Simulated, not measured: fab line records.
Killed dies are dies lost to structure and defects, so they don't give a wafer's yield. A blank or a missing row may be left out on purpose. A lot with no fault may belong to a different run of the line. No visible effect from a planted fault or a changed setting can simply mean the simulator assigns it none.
Split-lot experiment / flow n5-finfet / route with 1938 steps; 7 lots, 21 wafers read

THE SPLIT ITSELF
At N5_BEOL_M13_ETCH_59 (etches BARC in N2/H2, target depth 89 nm, overetch 26.7 nm, time 67.9 s), the setting time-s was moved away from the recipe's 67.9 s on 5 of the 21 wafers read, by -16.5% to +12.6%. All remaining wafers had this setting at the recipe value.

The reading comes from the split's own step.

THE READING
coat_of_BEOL_M13_COAT_04.thk-nm (the simulator's own value, which no gauge read), in nm, at N5_BEOL_M13_ETCH_59 (etches BARC in N2/H2, target depth 89 nm, overetch 26.7 nm, time 67.9 s). No usual value for it is given in the file. Here, 16 wafers ran the recipe; their average is 317.3 nm with a standard deviation of 1.9 nm.

wafer=L078.1; tool, chamber at the split=rie-diel-06, 3; time-s as run, s=67.9; against the recipe=recipe; coat_of_BEOL_M13_COAT_04.thk-nm, nm=315.6; against lot-mates on the recipe=-
wafer=L078.5; tool, chamber at the split=rie-diel-06, 2; time-s as run, s=67.9; against the recipe=recipe; coat_of_BEOL_M13_COAT_04.thk-nm, nm=313.4; against lot-mates on the recipe=-
wafer=L078.6; tool, chamber at the split=rie-diel-06, 0; time-s as run, s=67.9; against the recipe=recipe; coat_of_BEOL_M13_COAT_04.thk-nm, nm=318; against lot-mates on the recipe=-
wafer=L084.4; tool, chamber at the split=rie-diel-05, 0; time-s as run, s=67.9; against the recipe=recipe; coat_of_BEOL_M13_COAT_04.thk-nm, nm=319.8; against lot-mates on the recipe=-
wafer=L084.5; tool, chamber at the split=rie-diel-05, 3; time-s as run, s=56.67; against the recipe=-16.5%; coat_of_BEOL_M13_COAT_04.thk-nm, nm=333.2; against lot-mates on the recipe=+13.6
wafer=L084.6; tool, chamber at the split=rie-diel-05, 0; time-s as run, s=67.9; against the recipe=recipe; coat_of_BEOL_M13_COAT_04.thk-nm, nm=319.4; against lot-mates on the recipe=-
wafer=L085.4; tool, chamber at the split=rie-diel-05, 0; time-s as run, s=67.9; against the recipe=recipe; coat_of_BEOL_M13_COAT_04.thk-nm, nm=316.6; against lot-mates on the recipe=-
wafer=L085.5; tool, chamber at the split=rie-diel-05, 1; time-s as run, s=67.9; against the recipe=recipe; coat_of_BEOL_M13_COAT_04.thk-nm, nm=315.4; against lot-mates on the recipe=-
wafer=L085.6; tool, chamber at the split=rie-diel-05, 3; time-s as run, s=67.9; against the recipe=recipe; coat_of_BEOL_M13_COAT_04.thk-nm, nm=320.4; against lot-mates on the recipe=-
wafer=L087.3; tool, chamber at the split=rie-diel-06, 3; time-s as run, s=67.9; against the recipe=recipe; coat_of_BEOL_M13_COAT_04.thk-nm, nm=316; against lot-mates on the recipe=-
wafer=L087.5; tool, chamber at the split=rie-diel-06, 3; time-s as run, s=67.9; against the recipe=recipe; coat_of_BEOL_M13_COAT_04.thk-nm, nm=316.8; against lot-mates on the recipe=-
wafer=L087.6; tool, chamber at the split=rie-diel-06, 2; time-s as run, s=73.28; against the recipe=+7.9%; coat_of_BEOL_M13_COAT_04.thk-nm, nm=308; against lot-mates on the recipe=-8.4
wafer=L089.1; tool, chamber at the split=rie-diel-02, 2; time-s as run, s=67.9; against the recipe=recipe; coat_of_BEOL_M13_COAT_04.thk-nm, nm=318.8; against lot-mates on the recipe=-
wafer=L089.2; tool, chamber at the split=rie-diel-02, 3; time-s as run, s=76.45; against the recipe=+12.6%; coat_of_BEOL_M13_COAT_04.thk-nm, nm=309.8; against lot-mates on the recipe=-7.3
wafer=L089.4; tool, chamber at the split=rie-diel-02, 0; time-s as run, s=67.9; against the recipe=recipe; coat_of_BEOL_M13_COAT_04.thk-nm, nm=315.4; against lot-mates on the recipe=-
wafer=L094.1; tool, chamber at the split=rie-diel-02, 3; time-s as run, s=60.49; against the recipe=-10.9%; coat_of_BEOL_M13_COAT_04.thk-nm, nm=324.8; against lot-mates on the recipe=+5.8
wafer=L094.4; tool, chamber at the split=rie-diel-02, 1; time-s as run, s=60.49; against the recipe=-10.9%; coat_of_BEOL_M13_COAT_04.thk-nm, nm=323.2; against lot-mates on the recipe=+4.2
wafer=L094.5; tool, chamber at the split=rie-diel-02, 0; time-s as run, s=67.9; against the recipe=recipe; coat_of_BEOL_M13_COAT_04.thk-nm, nm=319; against lot-mates on the recipe=-
wafer=L097.1; tool, chamber at the split=rie-diel-02, 2; time-s as run, s=67.9; against the recipe=recipe; coat_of_BEOL_M13_COAT_04.thk-nm, nm=318.6; against lot-mates on the recipe=-
wafer=L097.2; tool, chamber at the split=rie-diel-02, 3; time-s as run, s=67.9; against the recipe=recipe; coat_of_BEOL_M13_COAT_04.thk-nm, nm=317.6; against lot-mates on the recipe=-
wafer=L097.6; tool, chamber at the split=rie-diel-02, 0; time-s as run, s=67.9; against the recipe=recipe; coat_of_BEOL_M13_COAT_04.thk-nm, nm=316.4; against lot-mates on the recipe=-

FIT RESULTS
A straight line over all 21 wafers: coat_of_BEOL_M13_COAT_04.thk-nm changes by -0.789 nm for each +1% of time-s; r = -0.91; the points scatter about the line by 2.2 nm.
The same after taking each lot's own level away (the mean of its wafers on the recipe; 21 wafers): -0.677 nm for each +1%; r = -0.92; scatter 1.8 nm.
That fit puts the effect of the largest move of time-s on the reading at 11 nm.
From 315.67 to 319.60 nm: that is the span of the lots' own levels, equal to 2.1 times the standard deviation above.
So the slope is not independent of the lot-to-lot level: the two fits are not the same.
Check: with one of the wafers moved furthest among these (-16.5%) left out of the fit, the line predicts +9.32 nm for it against its lot-mates. It came out at +13.6 nm against them.

FURTHER SPLITS ON THESE WAFERS
These wafers also went through other splits before the reading. Each is held against what the fit with the lots' levels taken away leaves over:
other split on the same wafers=N5_BEOL_M10_ETCH_62 time-s; wafers away from the commonest value=12; r with coat_of_BEOL_M13_COAT_04.thk-nm (lot level and that fit taken away)=-0.21
other split on the same wafers=N5_BEOL_M10_COAT_63 spin-rpm; wafers away from the commonest value=6; r with coat_of_BEOL_M13_COAT_04.thk-nm (lot level and that fit taken away)=+0.02
other split on the same wafers=N5_BEOL_M11_EXPOSE_08 dose-mj; wafers away from the commonest value=7; r with coat_of_BEOL_M13_COAT_04.thk-nm (lot level and that fit taken away)=-0.37
other split on the same wafers=N5_BEOL_M11_DESCUM_16 time-s; wafers away from the commonest value=5; r with coat_of_BEOL_M13_COAT_04.thk-nm (lot level and that fit taken away)=-0.21
other split on the same wafers=N5_BEOL_M12_PEB_08 peb-time-s; wafers away from the commonest value=7; r with coat_of_BEOL_M13_COAT_04.thk-nm (lot level and that fit taken away)=+0.12
other split on the same wafers=N5_BEOL_M13_COAT_58 spin-rpm; wafers away from the commonest value=6; r with coat_of_BEOL_M13_COAT_04.thk-nm (lot level and that fit taken away)=+0.12

FILE'S OWN FIT
coat_of_BEOL_M13_COAT_04.thk-nm changes by -0.713 nm for each +1% of time-s, r = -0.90.
